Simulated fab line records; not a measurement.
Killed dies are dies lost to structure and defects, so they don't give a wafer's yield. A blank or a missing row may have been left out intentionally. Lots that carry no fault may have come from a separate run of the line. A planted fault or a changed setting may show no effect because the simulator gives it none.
What tool caused it?    flow nand-harc    11 lots with 33 wafers sampled at 5 steps, on a route of 1302 steps

WHAT THE GAUGES READ, wafer by wafer
NHARC_P_M1_THK_MEAS_24: measures by xrf.
lot   measured      on             thk-nm (nm)
L525  day 6 17:34   film-metro-01  159.0 159.3 159.1
L526  day 6 19:55   film-metro-01  158.4 159.7 161.3
L528  day 7 12:26   film-metro-02  158.3 157.0 156.3
L531  day 8 22:04   film-metro-01  158.3 158.3 157.7
L532  day 9 04:45   film-metro-02  158.0 158.5 158.9
L540  day 12 21:23  film-metro-01  156.7 159.1 157.1
L544  day 14 06:22  film-metro-01  156.8 156.5 156.8
L545  day 14 14:37  film-metro-02  159.1 157.3 158.5
L546  day 14 23:34  film-metro-02  156.7 157.2 156.5
L547  day 15 10:01  film-metro-01  159.5 157.5 158.9
L548  day 15 23:59  film-metro-02  159.1 156.3 156.3

NHARC_END_SORT_01.
lot   measured      on         defect-limited-yield (%)  killed-at-array  killed-at-other  killed-at-periphery  killed-dies  killed-open  killed-short  sort_bin_2_pct (%)  sort_bin_3_pct (%)  sort_bin_4_pct (%)  sort-n-pass  sort-rim-yield-pct (%)  sort-yield-pct (%)
L525  day 25 05:36  prober-02  96.3 92.9 93.6            18 36 32         3 1 1            4 11 10              25 48 43     4 5 7        1 4 3         1.3 1.9 1.6         0.1 0.4 0.1         2.2 4.7 4.6         652 629 634  97 91 86                96.3 92.9 93.6
L526  day 24 20:01  prober-01  87.6 89.2 89.5            81 72 66         1 0 0            2 1 5                84 73 71     5 3 4        1 1 2         4.4 4.3 3.7         1.0 1.3 0.3         6.9 5.2 6.5         593 604 606  83 89 84                87.6 89.2 89.5
L528  day 25 04:01  prober-01  92.3 93.6 93.4            45 34 43         0 2 2            7 7 0                52 43 45     4 8 4        0 3 1         2.7 2.5 2.2         0.6 0.3 0.6         4.4 3.5 3.8         625 634 632  88 88 87                92.3 93.6 93.4
L531  day 27 12:36  prober-01  94.5 96.5 94.2            37 21 38         0 0 1            0 3 0                37 24 39     6 3 5        2 1 5         1.9 1.3 1.9         0.1 0.1 0           3.4 2.1 3.8         640 653 638  93 94 92                94.5 96.5 94.2
L532  day 27 19:12  prober-02  94.8 93.4 94.7            34 44 34         0 0 0            1 1 2                35 45 36     1 5 1        2 4 3         1.6 2.1 1.6         0.1 0.6 0.4         3.4 4.0 3.2         642 632 641  88 91 90                94.8 93.4 94.7
L540  day 30 10:28  prober-01  92.8 93.2 94.5            46 38 36         0 0 0            3 8 1                49 46 37     4 6 0        2 4 6         3.2 1.0 1.2         0.4 0.6 0.3         3.5 5.2 4.0         628 631 640  93 88 94                92.8 93.2 94.5
L544  day 33 02:43  prober-01  93.4 94.2 93.4            40 36 43         0 0 0            5 3 2                45 39 45     7 1 3        2 2 2         1.9 1.0 1.0         0.4 0.3 0           4.3 4.4 5.6         632 638 632  89 90 91                93.4 94.2 93.4
L545  day 32 18:41  prober-01  91.0 90.3 89.1            54 59 65         2 0 2            5 7 7                61 66 74     2 3 5        2 8 1         3.4 4.1 4.0         1.3 0.7 1.3         4.3 4.9 5.6         616 611 603  83 84 83                91.0 90.3 89.1
L546  day 33 15:07  prober-02  91.7 91.6 90.0            46 43 60         2 5 2            8 9 6                56 57 68     3 3 3        5 5 6         3.5 2.7 4.0         0.9 0.7 0.3         3.8 5.0 5.8         621 620 609  89 86 83                91.7 91.6 90.0
L547  day 33 15:08  prober-01  91.9 90.8 92.5            53 54 49         0 3 1            2 5 1                55 62 51     4 4 1        3 3 5         3.2 2.7 2.5         0.9 0.9 0.6         4.0 5.6 4.4         622 615 626  81 84 88                91.9 90.8 92.5
L548  day 33 22:55  prober-01  93.6 92.3 92.2            36 51 50         2 0 0            5 1 3                43 52 53     0 2 5        7 1 4         1.6 4.0 2.1         0.3 0.4 0.6         4.4 3.2 5.2         634 625 624  87 90 90                93.6 92.3 92.2

TOOL THAT RAN EACH LOT (tool first, then ch and the chambers of the sampled wafers, then the start)
lot   NHARC_P_M1_STRIP_18                 NHARC_P_M1_ETCH_28                  NHARC_P_M1_DEGAS_29
L525  rie-diel-07 ch 0,2, day 6 15:27     rie-diel-07 ch 0,2,3, day 6 15:46   pvd-sputter-01, day 6 16:11
L526  rie-diel-05 ch 1,2,3, day 6 17:56   rie-diel-05 ch 1,2,3, day 6 18:08   pvd-sputter-02, day 6 18:31
L528  rie-diel-10 ch 0,2,3, day 7 10:24   rie-diel-10 ch 0,2,3, day 7 10:39   pvd-sputter-01, day 7 11:02
L531  rie-diel-07 ch 0,1,2, day 8 20:01   rie-diel-07 ch 0,1,3, day 8 20:15   pvd-sputter-03, day 8 20:40
L532  rie-diel-07 ch 0,2,3, day 9 02:46   rie-diel-07 ch 0,1,3, day 9 02:58   pvd-sputter-01, day 9 03:22
L540  rie-diel-07 ch 1,2, day 12 19:21    rie-diel-07 ch 2,3, day 12 19:35    pvd-sputter-01, day 12 20:00
L544  rie-diel-10 ch 1,3, day 14 04:20    rie-diel-10 ch 1,3, day 14 04:34    pvd-sputter-01, day 14 04:58
L545  rie-diel-07 ch 0,1,2, day 14 12:33  rie-diel-07 ch 0,1, day 14 12:48    pvd-sputter-01, day 14 13:13
L546  rie-diel-10 ch 0,1,2, day 14 21:32  rie-diel-10 ch 0,1,3, day 14 21:46  pvd-sputter-01, day 14 22:10
L547  rie-diel-10 ch 1,3, day 15 08:01    rie-diel-10 ch 1,2,3, day 15 08:14  pvd-sputter-02, day 15 08:38
L548  rie-diel-05 ch 0,2,3, day 15 21:55  rie-diel-05 ch 0,3, day 15 22:11    pvd-sputter-01, day 15 22:36
- NHARC_P_M1_STRIP_18: strips in N2/H2.
- NHARC_P_M1_ETCH_28: etches the open film in CF4/N2, target depth 30 nm, time 72.99 s.
- NHARC_P_M1_DEGAS_29: time 60 s.

WHAT THE TOOLS THEMSELVES READ (means of the sampled wafers that have a number; where no wafer has one, the mark that the record gives instead)
NHARC_P_M1_STRIP_18.
lot   tool         drypump-motor-current-A (A)  h2-flow-sccm (sccm)  n2-flow-sccm (sccm)  oes-product-au (a.u.)  rf-vpp-V (V)  showerhead-plenum-p-Torr (Torr)  throttle-valve-pct (%)
L525  rie-diel-07  5.8                          149.8                149.6                0.989                  91.0          1.98                             14.170
L526  rie-diel-05  5.2                          149.9                150.2                0.997                  91.2          2.02                             14.170
L528  rie-diel-10  5.5                          150.3                149.9                1.002                  90.8          1.98                             14.176
L531  rie-diel-07  6.0                          150.2                150.0                1.001                  89.8          2.05                             14.167
L532  rie-diel-07  6.0                          149.5                149.8                1.003                  89.4          1.98                             14.179
L540  rie-diel-07  6.2                          150.6                150.1                0.991                  90.9          2.13                             14.172
L544  rie-diel-10  5.6                          150.1                150.6                1.006                  89.3          1.97                             14.171
L545  rie-diel-07  6.0                          150.0                150.1                1.001                  90.6          2.04                             14.180
L546  rie-diel-10  5.5                          150.3                150.0                0.992                  90.3          2.00                             14.178
L547  rie-diel-10  5.6                          150.0                149.8                1.007                  90.1          2.01                             14.159
L548  rie-diel-05  5.4                          150.1                150.2                0.993                  91.1          2.06                             14.175

NHARC_P_M1_ETCH_28.
lot   tool         drypump-motor-current-A (A)  n2-flow-sccm (sccm)  oes-product-au (a.u.)  rf-vpp-V (V)  run-length-s (s)  showerhead-plenum-p-Torr (Torr)  throttle-valve-pct (%)
L525  rie-diel-07  6.0                          99.9                 0.988                  312.9         94.0              2.56                             19.790
L526  rie-diel-05  5.2                          99.9                 1.000                  312.8         94.0              2.60                             19.789
L528  rie-diel-10  5.5                          99.8                 1.002                  312.5         94.2              2.56                             19.792
L531  rie-diel-07  5.9                          99.9                 0.994                  313.8         88.8              2.60                             19.799
L532  rie-diel-07  5.9                          99.8                 0.996                  313.6         88.8              2.60                             19.790
L540  rie-diel-07  6.2                          100.4                1.001                  313.8         94.5              2.60                             19.798
L544  rie-diel-10  5.6                          100.0                1.002                  313.9         93.7              2.59                             19.796
L545  rie-diel-07  5.9                          100.2                0.994                  314.8         93.5              2.68                             19.787
L546  rie-diel-10  5.6                          99.7                 1.003                  313.3         93.9              2.56                             19.797
L547  rie-diel-10  5.5                          99.9                 1.006                  314.2         94.1              2.57                             19.787
L548  rie-diel-05  5.6                          99.8                 1.001                  315.0         94.1              2.69                             19.791

NHARC_P_M1_DEGAS_29.
lot   tool            heater-power-w (W)
L525  pvd-sputter-01  337
L526  pvd-sputter-02  344
L528  pvd-sputter-01  323
L531  pvd-sputter-03  309
L532  pvd-sputter-01  344
L540  pvd-sputter-01  335
L544  pvd-sputter-01  313
L545  pvd-sputter-01  332
L546  pvd-sputter-01  315
L547  pvd-sputter-02  344
L548  pvd-sputter-01  334

THE ANSWER, worked out from the rows above alone
Rule: usual is defined by the lots themselves. Put in order of their means at a reading, lots are off if they are a third of the lots or fewer, leave a main group of 4 or more, and stand apart from it by a gap of 3 or more times the standard deviation of the main group's means; of several such gaps the widest counts. The tables above print the reading to a certain number of digits; a main group whose means all agree to those digits is not used. Also off: a lot with no number at a reading for which 4 or more lots have one. The other lots that the step has rows for count as sound. Order of review: gauges by route order, followed by the tools' own readings, for which a lot's mean as printed above is used. The first step at which some lot is off is used, and at that step the reading that is off furthest; a lot without a number counts as furthest.
Off: L531, L532 (NHARC_P_M1_ETCH_28, run-length-s). Main group: mean 94.0 s, sd 0.27.
If a tool, at that step or one of the process steps before it, ran each lot that is off and ran no sound lot following the first of them, it fits. None of those tried fits.

WHAT WAS PUT IN BY THE SIMULATOR
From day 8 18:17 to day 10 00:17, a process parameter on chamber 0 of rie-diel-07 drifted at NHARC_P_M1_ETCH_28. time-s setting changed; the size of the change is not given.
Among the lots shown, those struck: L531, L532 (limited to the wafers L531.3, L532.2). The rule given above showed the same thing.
